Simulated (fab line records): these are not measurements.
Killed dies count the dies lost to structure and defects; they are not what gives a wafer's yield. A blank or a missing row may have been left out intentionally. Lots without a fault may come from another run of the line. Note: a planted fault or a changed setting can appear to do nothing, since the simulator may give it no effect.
Which tool did it? + flow n5_finfet + 9 lots, 27 wafers sampled, at 5 steps of a route of 1938

== WHAT THE GAUGES READ, wafer by wafer ==
N5_PMOS_HMC_CHANNEL_EPI_INSPECT_30: inspects for defects (darkfield). Usual: raw_defect_count 20, standard deviation 6.7.
| lot  | measured    | on                | raw_defect_count | flag |
|------|-------------|-------------------|------------------|------|
| L767 | day 1 20:42 | defect_inspect-02 | 14 14 16         |      |
| L768 | day 2 02:53 | defect_inspect-02 | 23 24 11         |      |
| L778 | day 4 15:26 | defect_inspect-01 | 17 9 17          |      |
| L779 | day 4 20:25 | defect_inspect-01 | 23 12 30         |      |
| L781 | day 5 09:42 | defect_inspect-02 | 20 26 12         |      |
| L782 | day 5 14:27 | defect_inspect-02 | 12 17 33         |      |
| L787 | day 6 20:04 | defect_inspect-02 | 16 21 19         |      |
| L789 | day 7 08:08 | defect_inspect-01 | 22 25 30         |      |
| L790 | day 7 15:44 | defect_inspect-02 | 16 17 19         |      |

N5_BEOL_M4_RC_MEAS_101. Usual: DIBL_N 36.0 mV/V, standard deviation 2.5; DIBL_P 36.7 mV/V, standard deviation 3; IOFF_N 0.16 nA/um, standard deviation 0.043; IOFF_P 0.21 nA/um, standard deviation 0.049; ION_N 673 uA/um, standard deviation 15; ION_P 461 uA/um, standard deviation 9.8; SS_N 71.5 mV/dec, standard deviation 0.83; SS_P 73.4 mV/dec, standard deviation 0.83; VT_N 250 mV, standard deviation 4; VT_P -251 mV, standard deviation 4.
| lot  | measured     | on        | DIBL_N (mV/V)  | DIBL_P (mV/V)  | IOFF_N (nA/um) | IOFF_P (nA/um) | ION_N (uA/um) | ION_P (uA/um) | SS_N (mV/dec)  | SS_P (mV/dec)  | VT_N (mV)   | VT_P (mV)      | flag |
|------|--------------|-----------|----------------|----------------|----------------|----------------|---------------|---------------|----------------|----------------|-------------|----------------|------|
| L767 | day 7 17:22  | prober-01 | 32.1 33.0 31.8 | 33.7 33.8 33.3 | 0.12 0.14 0.12 | 0.18 0.18 0.17 | 657 671 663   | 456 459 459   | 70.5 71.7 70.7 | 72.6 72.8 72.1 | 254 254 252 | -254 -254 -250 |      |
| L768 | day 7 16:49  | prober-02 | 41.7 36.4 36.7 | 41.5 34.4 34.5 | 0.27 0.14 0.15 | 0.30 0.17 0.18 | 687 663 664   | 465 449 449   | 73.2 71.2 71.7 | 75.1 73.3 74.0 | 244 255 255 | -247 -257 -255 |      |
| L778 | day 11 02:02 | prober-02 | 39.5 35.1 37.1 | 40.3 34.3 36.4 | 0.23 0.14 0.19 | 0.28 0.19 0.21 | 685 686 678   | 460 473 457   | 72.8 70.6 71.6 | 74.4 73.1 73.3 | 245 252 247 | -247 -254 -253 |      |
| L779 | day 10 21:15 | prober-02 | 34.1 34.7 35.0 | 31.5 31.4 31.5 | 0.12 0.11 0.13 | 0.19 0.18 0.20 | 685 651 662   | 473 455 466   | 70.1 71.0 70.8 | 72.6 72.2 72.7 | 253 256 253 | -250 -248 -248 |      |
| L781 | day 11 03:30 | prober-01 | 41.8 34.5 35.7 | 41.4 32.9 33.3 | 0.27 0.13 0.13 | 0.32 0.18 0.18 | 684 668 650   | 462 462 447   | 73.2 70.4 71.9 | 74.9 72.5 73.4 | 247 251 256 | -244 -251 -251 |      |
| L782 | day 12 02:37 | prober-01 | 34.7 38.4 35.1 | 34.9 39.5 35.9 | 0.14 0.21 0.15 | 0.19 0.27 0.21 | 677 684 670   | 466 469 459   | 70.6 72.1 71.5 | 73.5 74.4 72.9 | 251 246 252 | -250 -248 -253 |      |
| L787 | day 13 08:08 | prober-01 | 37.2 33.4 34.2 | 38.7 33.9 34.3 | 0.19 0.13 0.15 | 0.26 0.19 0.20 | 677 662 682   | 464 463 472   | 71.9 70.9 71.5 | 73.6 72.9 72.6 | 248 253 246 | -248 -250 -249 |      |
| L789 | day 14 07:53 | prober-01 | 36.6 35.8 35.0 | 39.2 38.0 36.9 | 0.19 0.16 0.14 | 0.24 0.21 0.20 | 694 684 669   | 479 469 461   | 70.8 71.7 71.0 | 73.8 73.5 73.1 | 242 248 252 | -249 -251 -250 |      |
| L790 | day 14 13:20 | prober-01 | 35.6 37.2 35.3 | 36.6 38.3 36.1 | 0.14 0.17 0.13 | 0.17 0.19 0.16 | 672 683 650   | 454 463 445   | 71.1 71.8 70.9 | 72.9 73.6 73.2 | 252 251 254 | -256 -254 -258 |      |

== EACH LOT AND THE TOOL THAT RAN IT (in order: tool; ch and the chambers of the sampled wafers; start) ==
| lot  | N5_ZERO_LAYER_ETCH_18           | N5_PMOS_HMC_CHANNEL_EPI_ETCH_32   | N5_PMOS_HMC_CHANNEL_EPI_STRIP_33  |
|------|---------------------------------|-----------------------------------|-----------------------------------|
| L767 | rie_si-06 ch 0,1, day 1 12:56   | rie_diel-02 ch 1,2, day 1 17:53   | rie_diel-02 ch 1,2, day 1 17:59   |
| L768 | rie_si-06 ch 0,3, day 1 18:47   | rie_diel-03 ch 0,1,2, day 1 23:16 | rie_diel-03 ch 0,1,2, day 1 23:21 |
| L778 | rie_si-06 ch 1,2,3, day 4 06:55 | rie_diel-02 ch 2,3, day 4 12:20   | rie_diel-02 ch 2,3, day 4 12:25   |
| L779 | rie_si-06 ch 0,2, day 4 12:53   | rie_diel-03 ch 0,2, day 4 17:35   | rie_diel-03 ch 0,2, day 4 17:41   |
| L781 | rie_si-01 ch 0,3, day 5 01:33   | rie_diel-01 ch 0,3, day 5 06:30   | rie_diel-01 ch 0,3, day 5 06:35   |
| L782 | rie_si-01 ch 1,2, day 5 06:47   | rie_diel-01 ch 0,1,3, day 5 11:21 | rie_diel-01 ch 0,1,3, day 5 11:27 |
| L787 | rie_si-04 ch 0,1, day 6 12:52   | rie_diel-02 ch 0,2,3, day 6 17:14 | rie_diel-02 ch 0,2,3, day 6 17:20 |
| L789 | rie_si-04 ch 0,2,3, day 7 00:47 | rie_diel-02 ch 1,2,3, day 7 05:18 | rie_diel-02 ch 1,2,3, day 7 05:24 |
| L790 | rie_si-01 ch 0,3, day 7 08:21   | rie_diel-02 ch 0,1,2, day 7 12:38 | rie_diel-02 ch 0,1,2, day 7 12:44 |
- N5_ZERO_LAYER_ETCH_18: etches Si in HBr/Cl2, target depth 120 nm, time 40 s.
- N5_PMOS_HMC_CHANNEL_EPI_ETCH_32: etches BARC in N2/H2, stops on SiO2, target depth 85.8 nm, time 50.3 s.
- N5_PMOS_HMC_CHANNEL_EPI_STRIP_33: strips in N2/H2.

== WHAT THE TOOLS THEMSELVES READ (means of the sampled wafers that have a number; where no wafer has one, the mark that the record gives instead) ==
N5_ZERO_LAYER_ETCH_18. Usual: drypump_motor_current_A 5.6 A, standard deviation 0.46; oes_product_au 0.994 a.u., standard deviation 0.0094; rf_fwd_power_W 796.3 W, standard deviation 2.4; throttle_valve_pct 36.2 %, standard deviation 0.43.
| lot  | tool      | drypump_motor_current_A (A) | oes_product_au (a.u.) | rf_fwd_power_W (W) | throttle_valve_pct (%) | flag |
|------|-----------|-----------------------------|-----------------------|--------------------|------------------------|------|
| L767 | rie_si-06 | 5.1                         | 0.993                 | 798.2              | 35.8                   |      |
| L768 | rie_si-06 | 5.2                         | 0.988                 | 798.3              | 36.0                   |      |
| L778 | rie_si-06 | 5.8                         | 0.994                 | 604.0              | 36.3                   | OFF  |
| L779 | rie_si-06 | 5.3                         | 0.983                 | 605.1              | 36.4                   | OFF  |
| L781 | rie_si-01 | 5.8                         | 0.984                 | 795.2              | 36.4                   |      |
| L782 | rie_si-01 | 6.0                         | 0.995                 | 794.9              | 35.7                   |      |
| L787 | rie_si-04 | 5.5                         | 0.992                 | 795.5              | 36.4                   |      |
| L789 | rie_si-04 | 5.9                         | 0.995                 | 796.1              | 36.2                   |      |
| L790 | rie_si-01 | 5.6                         | 0.989                 | 797.4              | 36.4                   |      |

N5_PMOS_HMC_CHANNEL_EPI_ETCH_32. Usual: value, then standard deviation, for each; drypump_motor_current_A 5.7 A / 0.49; h2_flow_sccm 199.9 sccm / 0.57; oes_product_au 0.65 a.u. / 0.058; rf_fwd_power_W 831.6 W / 2.8; rf_vpp_V 524.1 V / 2.6; showerhead_plenum_p_Torr 2.54 Torr / 0.086; throttle_valve_pct 17.92 % / 0.26.
| lot  | tool        | drypump_motor_current_A (A) | h2_flow_sccm (sccm) | oes_product_au (a.u.) | rf_fwd_power_W (W) | rf_vpp_V (V) | showerhead_plenum_p_Torr (Torr) | throttle_valve_pct (%) | flag |
|------|-------------|-----------------------------|---------------------|-----------------------|--------------------|--------------|---------------------------------|------------------------|------|
| L767 | rie_diel-02 | 6.0                         | 199.9               | 0.65                  | 834.0              | 522.3        | 2.51                            | 17.81                  |      |
| L768 | rie_diel-03 | 5.5                         | 200.3               | 0.65                  | 829.8              | 525.2        | 2.57                            | 18.08                  |      |
| L778 | rie_diel-02 | 5.5                         | 199.3               | 0.74                  | 830.1              | 525.8        | 2.59                            | 17.55                  |      |
| L779 | rie_diel-03 | 5.4                         | 199.9               | 0.62                  | 833.3              | 526.2        | 2.61                            | 18.04                  |      |
| L781 | rie_diel-01 | 5.9                         | 199.8               | 0.75                  | 834.5              | 525.8        | 2.61                            | 17.68                  |      |
| L782 | rie_diel-01 | 6.2                         | 199.6               | 0.68                  | 830.3              | 524.5        | 2.55                            | 17.73                  |      |
| L787 | rie_diel-02 | 5.4                         | 200.6               | 0.71                  | 834.1              | 523.9        | 2.52                            | 17.68                  |      |
| L789 | rie_diel-02 | 5.8                         | 200.1               | 0.67                  | 831.1              | 523.5        | 2.54                            | 17.74                  |      |
| L790 | rie_diel-02 | 5.7                         | 200.0               | 0.66                  | 833.1              | 522.1        | 2.48                            | 17.84                  |      |

N5_PMOS_HMC_CHANNEL_EPI_STRIP_33. Usual: drypump_motor_current_A 5.7 A, standard deviation 0.49; h2_flow_sccm 300.0 sccm, standard deviation 0.86; oes_product_au 0.77 a.u., standard deviation 0.07; rf_vpp_V 54.0 V, standard deviation 1.7; showerhead_plenum_p_Torr 3.36 Torr, standard deviation 0.11; throttle_valve_pct 18.9 %, standard deviation 0.32.
| lot  | tool        | drypump_motor_current_A (A) | h2_flow_sccm (sccm) | oes_product_au (a.u.) | rf_vpp_V (V) | showerhead_plenum_p_Torr (Torr) | throttle_valve_pct (%) | flag |
|------|-------------|-----------------------------|---------------------|-----------------------|--------------|---------------------------------|------------------------|------|
| L767 | rie_diel-02 | 6.0                         | 300.2               | 0.76                  | 53.6         | 3.32                            | 19.0                   |      |
| L768 | rie_diel-03 | 5.5                         | 301.1               | 0.77                  | 53.8         | 3.40                            | 19.0                   |      |
| L778 | rie_diel-02 | 5.6                         | 300.5               | 0.87                  | 53.7         | 3.42                            | 18.7                   |      |
| L779 | rie_diel-03 | 5.4                         | 300.4               | 0.73                  | 53.6         | 3.45                            | 18.9                   |      |
| L781 | rie_diel-01 | 5.9                         | 299.2               | 0.89                  | 55.3         | 3.45                            | 18.7                   |      |
| L782 | rie_diel-01 | 6.3                         | 300.1               | 0.79                  | 52.2         | 3.37                            | 18.8                   |      |
| L787 | rie_diel-02 | 5.5                         | 300.4               | 0.83                  | 53.8         | 3.33                            | 18.8                   |      |
| L789 | rie_diel-02 | 5.8                         | 299.6               | 0.79                  | 54.1         | 3.35                            | 18.9                   |      |
| L790 | rie_diel-02 | 5.7                         | 299.5               | 0.77                  | 54.9         | 3.28                            | 19.0                   |      |

== THE ANSWER, worked out from the rows above alone ==
Rule: take the mean of a lot's wafers that have a number; if it is more than 3 standard deviations from the usual mean, the lot is off. Also off: a lot with no number at a reading for which 4 or more lots have one. Any other lot the step has rows for is counted as sound. Order of review: gauges by route order, followed by the tools' own readings, for which a lot's mean as printed above is used. At the first step where some lot is off, the reading lying furthest off is the one used; lots without a number count as furthest.
Off: L778, L779 (N5_ZERO_LAYER_ETCH_18, rf_fwd_power_W).
If a tool, at that step or one of the process steps before it, ran each lot that is off and ran no sound lot following the first of them, it fits. One fits: N5_ZERO_LAYER_ETCH_18 on rie_si-06. Its last sound lot is L768 (day 1 18:47), its first lot that is off L778 (day 4 06:55): a fault that began between those two fits.
On the lots that are off, the tool's own readings at N5_ZERO_LAYER_ETCH_18 differ by more than 5 times the standard deviation of the sound lots' means, which bears it out; rf_fwd_power_W reads 604.5 W there versus 796.5 W on the sound lots.

== WHAT THE SIMULATOR PUT IN ==
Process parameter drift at N5_ZERO_LAYER_ETCH_18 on rie_si-06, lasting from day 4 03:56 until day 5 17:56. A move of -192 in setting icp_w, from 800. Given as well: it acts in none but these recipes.
Shown lots that were struck: L778, L779. The rule above found the same.
